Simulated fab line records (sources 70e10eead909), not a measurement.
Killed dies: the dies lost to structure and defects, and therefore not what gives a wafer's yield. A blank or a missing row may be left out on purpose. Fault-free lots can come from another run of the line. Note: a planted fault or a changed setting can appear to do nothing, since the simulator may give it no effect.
Comparing a struck lot with a sound one | flow nand_harc | 42 steps out of a route of 1159
Sound: wafers L210.2, L210.4, L210.5. Struck: wafer L225.5 (L225.2, L225.4, from the same lot, were not struck and are left out); the cause is given at the end.
Per side, at each step with rows, come the tool, then ch with its chambers, and then its first start. Under that, the readings that differ: sound wafers | struck wafers | difference of the means | sigmas: that difference in standard deviations of wafers without a fault.
alike: words and numbers the same on both sides, and readings whose means are apart by under 2 such deviations; not compared: readings that were withheld, readings missing a value for some wafer, numbers with overlapping values and no deviation given by the record, and bounds like >300 which may hide the same value.
A row with sigmas, a row that says differs or no value, or rows on one side alone: a step with any of these is where the two part. Numbers that don't overlap but have no deviation are shown without sigmas and don't part them. Lack of a reading on every wafer of one side parts them only where that side has two or more wafers.

first, 6 steps without rows for these wafers: NHARC_A_BLC_COAT_04 (resist thk 90 nm); NHARC_A_BLC_SOFTBAKE_05 (time 55 s); NHARC_A_BLC_EBR_06; NHARC_A_BLC_EXPOSE_07 (exposes mask A BLC, target cd 100 nm); NHARC_A_BLC_PEB_08 (peb time 65 s); NHARC_A_BLC_DEVELOP_09 (develop time 35 s).
NHARC_A_BLC_CD_MEAS_10: the cd target is 100 nm.
  sound on cd_sem-02 ch 0, day 17 13:20; struck on cd_sem-01 ch 0, day 21 15:40
  alike: cd_nm
NHARC_A_BLC_OVL_MEAS_11:
  sound on overlay-01 at day 17 13:25; struck on overlay-01 at day 21 15:45
  alike: overlay_x_nm, overlay_y_nm
NHARC_A_BLC_INSPECT_12:
  sound on defect_inspect-02 at day 17 13:27; struck on defect_inspect-01 at day 21 15:47
  alike: raw_defect_count
then, 3 steps without rows for these wafers: NHARC_A_BLC_DESCUM_15 (chemistry O2, time 3 s); NHARC_A_BLC_ETCH_16 (etches the open film in CF4, target depth 39 nm, time 65 s); NHARC_A_BLC_ETCH_17 (etches the open film in N2/H2, target depth 390 nm, time 609.38 s).
NHARC_A_BLC_ETCH_18: etches the open film in C4F8/O2/Ar, target depth 910 nm.
  sound on rie_diel-08 ch 0,2, day 17 14:08; struck on rie_diel-08 ch 0, day 21 16:41
  reading               | sound             | struck | difference | sigmas
  oes_product_au (a.u.) | 0.971 0.961 0.968 | 0.920  | -0.047     | -2
  alike: rf_vpp_V
  not compared: rf_hours_counter_h
NHARC_A_BLC_CD_MEAS_19:
  sound on cd_sem-02 at day 17 14:28; struck on cd_sem-03 at day 21 16:59
  alike: cd_nm
then, 1 step without rows for these wafers: NHARC_A_BLC_STRIP_29 (strips in CF4).
NHARC_A_BLC_STRIP_21: strips in O2.
  sound on rie_diel-08 ch 0,3, day 17 14:39; struck on rie_diel-08 ch 3, day 21 17:10
  alike: drypump_motor_current_A, oes_product_au, rf_vpp_V, showerhead_plenum_p_Torr, throttle_valve_pct
  not compared: rf_hours_counter_h
then, 3 steps without rows for these wafers: NHARC_A_BLC_STRIP_22 (strips in post etch residue remover, time 600 s); NHARC_A_BLC_DEGAS_30 (time 60 s); NHARC_A_BLC_PRE_CLEAN_31 (time 15 s).
NHARC_A_BLC_PVD_32: deposits Ti, target thk 5 nm, time 17.7 s.
  sound on pvd_sputter-03; struck on pvd_sputter-03
  alike: chamber_pressure_pa, throttle_valve_pct
NHARC_A_BLC_ALD_23: deposits TiN, target thk 3 nm, pulse time 1 s, ald cycles 150.
  sound on ald_metal-02 ch 0,3, day 17 15:23; struck on ald_metal-02 ch 3, day 21 17:51
  reading            | sound        | struck | difference | sigmas
  heater_power_w (W) | 1259 960 950 | 1251   | +195       | +2
  alike: precursor_pulse_height_rel
NHARC_A_BLC_CVD_24: deposits W, target thk 150 nm, time 434 s.
  sound: cvd_w-01 ch 0,1; struck: cvd_w-01 ch 0
  alike: heater_power_w, throttle_valve_pct
then, 2 steps without rows for these wafers: NHARC_A_BLC_CMP_25 (polishes, t overpolish 30 s, target thk 150 nm); NHARC_A_BLC_SRD_27.
NHARC_A_BLC_INSPECT_28:
  sound on defect_inspect-01 at day 17 23:49; struck on defect_inspect-01 at day 22 06:22
  alike: raw_defect_count
then, 10 steps without rows for these wafers: NHARC_A_M0_DEP_00 (deposits SiOC, target thk 150 nm); NHARC_A_M0_DEHYDRATE_01 (time 120 s); NHARC_A_M0_HMDS_02 (time 30 s); NHARC_A_M0_COAT_33 (time 65 s); NHARC_A_M0_COAT_03 (resist thk 90 nm); NHARC_A_M0_SOFTBAKE_04 (time 55 s); NHARC_A_M0_EBR_05; NHARC_A_M0_EXPOSE_06 (exposes mask A M0, target cd 80 nm); NHARC_A_M0_PEB_07 (peb time 65 s); NHARC_A_M0_DEVELOP_08 (develop time 35 s).
NHARC_A_M0_CD_MEAS_09: the cd target is 80 nm.
  sound on cd_sem-03 ch 0, day 18 00:35; struck on cd_sem-01 ch 0, day 22 07:08
  alike: cd_nm
NHARC_A_M0_OVL_MEAS_10: pitch 160 nm.
  sound on overlay-01 at day 18 00:41; struck on overlay-01 at day 22 07:14
  alike: overlay_x_nm, overlay_y_nm
NHARC_A_M0_INSPECT_11:
  sound on defect_inspect-01 at day 18 00:44; struck on defect_inspect-01 at day 22 07:16
  alike: raw_defect_count
then, 1 step without rows for these wafers: NHARC_A_M0_DESCUM_14 (chemistry O2, time 3 s).
NHARC_A_M0_ETCH_34: etches the open film in N2/H2, target depth 40 nm, overetch 12 nm, time 43.94 s.
  sound on rie_diel-04 ch 0,1,3, day 18 00:53; struck on rie_diel-13 ch 1, day 22 07:25
  alike: drypump_motor_current_A, oes_product_au, rf_vpp_V, showerhead_plenum_p_Torr, throttle_valve_pct
  not compared: rf_hours_counter_h
then, 1 step without rows for these wafers: NHARC_A_M0_ETCH_15 (etches the open film in C4F8/Ar, target depth 150 nm, overetch 15 nm, time 82.5 s).
NHARC_END_SORT_01:
  sound on prober-01 ch 0, day 19 19:22; struck on prober-02 ch 0, day 24 03:04
  reading         | sound    | struck | difference | sigmas
  killed_at_array | 21 25 28 | 301    | +276       | +28
  killed_dies     | 27 27 31 | 302    | +274       | +25
  alike: killed_at_other, killed_at_periphery, killed_open, killed_short

== WHERE THEY PART ==
Earliest at NHARC_A_BLC_ETCH_18; latest, in this record, at NHARC_END_SORT_01.

WHY: the cause the simulator had injected
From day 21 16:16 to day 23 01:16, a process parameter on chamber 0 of rie_diel-08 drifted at NHARC_A_BLC_ETCH_18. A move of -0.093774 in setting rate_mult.
